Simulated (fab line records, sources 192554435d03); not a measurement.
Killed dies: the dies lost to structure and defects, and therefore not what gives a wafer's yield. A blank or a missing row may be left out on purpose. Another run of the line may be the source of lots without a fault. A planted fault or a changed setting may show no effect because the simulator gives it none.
Matching of chambers | flow n5Finfet | 3 sister chambers for N5_HKMG_FIN_CVD_62 on thermalCvdSi-02
The step deposits a-Si from Si2H6, target thk 3 nm, time 20.8 s. 6 wafers are shown with their chamber, then 12 later ones without.

== WAFERS WITH THEIR CHAMBER ==
wafer  | chamber | heaterPowerW (W) | heaterPowerOuterW (W)
L084.3 | 2       | 1441             | 933
L086.3 | 1       | 1256             | 822
L086.6 | 1       | 1213             | 801
L088.3 | 0       | 1182             | 757
L088.4 | 0       | 1209             | 755
L088.6 | 2       | 1441             | 925

== WAFERS WITH NO CHAMBER GIVEN ==
wafer  | heaterPowerW (W) | heaterPowerOuterW (W)
L090.2 | 1164             | 761
L090.5 | 1161             | 749
L090.6 | 1261             | 824
L092.1 | 1451             | 925
L092.2 | 1215             | 809
L092.5 | 1470             | 909
L094.2 | 1264             | 822
L094.3 | 1448             | 926
L094.6 | 1203             | 759
L096.1 | 1173             | 774
L096.4 | 1391             | 925
L096.5 | 1294             | 811

== THE CHAMBER EACH PASSED THROUGH ==
wafer  | from the rows above | in truth
L090.2 | 0                   | 0
L090.5 | 0                   | 0
L090.6 | 1                   | 1
L092.1 | 2                   | 2
L092.2 | 1                   | 1
L092.5 | 2                   | 2
L094.2 | 1                   | 1
L094.3 | 2                   | 2
L094.6 | 0                   | 0
L096.1 | 0                   | 0
L096.4 | 2                   | 2
L096.5 | 1                   | 1
Correctly placed: 12 of 12. Can't be placed from these rows: 0. Number placed wrongly: 0.
How it was worked out, from the rows above alone: a wafer's distance from a chamber is the root of the sum, over the readings, of the square of ((its reading less the chamber's mean) divided by the reading's scatter). The wafer belongs to the nearest chamber; if the next one is less than 2 further off, it can't be placed. Each chamber's mean is taken over the wafers shown for it. The scatter is the square root of a quotient: the sum, over the shown wafers, of each reading's squared deviation from its chamber's mean, divided by wafers minus chambers.
